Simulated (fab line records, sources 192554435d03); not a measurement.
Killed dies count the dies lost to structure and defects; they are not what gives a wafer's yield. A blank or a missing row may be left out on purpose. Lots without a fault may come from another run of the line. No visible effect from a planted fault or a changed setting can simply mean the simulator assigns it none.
Which tool is to blame?    flow n5_finfet    18 wafers from 6 lots sampled at 3 of the route's 1938 steps

## WHAT EACH GAUGE READ, for each wafer
N5_BEOL_M0_CUTY_OVL_MEAS_58.
lot   measured      on          M0_ABLK_OVL (nm)
L300  day 6 10:03   overlay-01  -0.4 0.0 -0.5
L302  day 7 02:57   overlay-02  -1.1 -1.9 -1.3
L307  day 8 09:46   overlay-02  5.5 5.4 5.2
L309  day 9 02:38   overlay-02  6.1 5.4 6.1
L313  day 9 16:40   overlay-02  -1.3 -0.7 -0.9
L320  day 11 16:33  overlay-02  0.1 0.1 0.5

## EACH LOT AND THE TOOL THAT RAN IT (in order: tool; ch and the chambers of the sampled wafers; start)
lot   N5_BEOL_M0_SAQP_DESCUM_45          N5_BEOL_M0_CUTY_EXPOSE_54
L300  rie_diel-06 ch 0,2,3, day 6 08:40  arfi_scanner-02 ch 0, day 6 09:54
L302  rie_diel-04 ch 1,2,3, day 7 01:32  arfi_scanner-02 ch 0, day 7 02:48
L307  rie_diel-02 ch 1,3, day 8 08:19    arfi_scanner-01 ch 0, day 8 09:37
L309  rie_diel-06 ch 0,1,3, day 9 01:17  arfi_scanner-01 ch 0, day 9 02:29
L313  rie_diel-02 ch 1,3, day 9 15:16    arfi_scanner-02 ch 0, day 9 16:31
L320  rie_diel-02 ch 0,2, day 11 15:20   arfi_scanner-03 ch 0, day 11 16:24
- N5_BEOL_M0_SAQP_DESCUM_45: chemistry O2, time 7 s.
- N5_BEOL_M0_CUTY_EXPOSE_54: exposes mask M0 ABLK.

## THE ANSWER, worked out from the rows above alone
Rule: usual is defined by the lots themselves. Put in order of their means at a reading, lots are off if they are a third of the lots or fewer, leave a main group of 4 or more, and stand apart from it by a gap of 3 or more times the standard deviation of the main group's means; of several such gaps the widest counts. A main group whose means are all the same, to the digits that the tables above print for the reading, isn't used. A lot without any number at a reading at which 4 lots or more have one is off too. Any other lot the step has rows for is counted as sound.
Off: L307, L309, at N5_BEOL_M0_CUTY_OVL_MEAS_58 (M0_ABLK_OVL). The main group: mean -0.6 nm, standard deviation 0.63.
If a tool, at a process step before that reading, ran all the lots that are off and no sound lot after the first of them, it fits. The gauges at N5_BEOL_M0_CUTY_OVL_MEAS_58 are tried like those tools. One fits: N5_BEOL_M0_CUTY_EXPOSE_54 on arfi_scanner-01. It ran no sound lot before its first lot that is off in this sample, so the start can't be narrowed down.

## WHAT THE SIMULATOR HAD INSERTED
Scanner matching overlay: arfi_scanner-01, from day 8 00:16 on, at N5_BEOL_M0_CUTY_EXPOSE_54. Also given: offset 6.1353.
Shown lots that were struck: L307, L309. This agrees with what the rule above found.
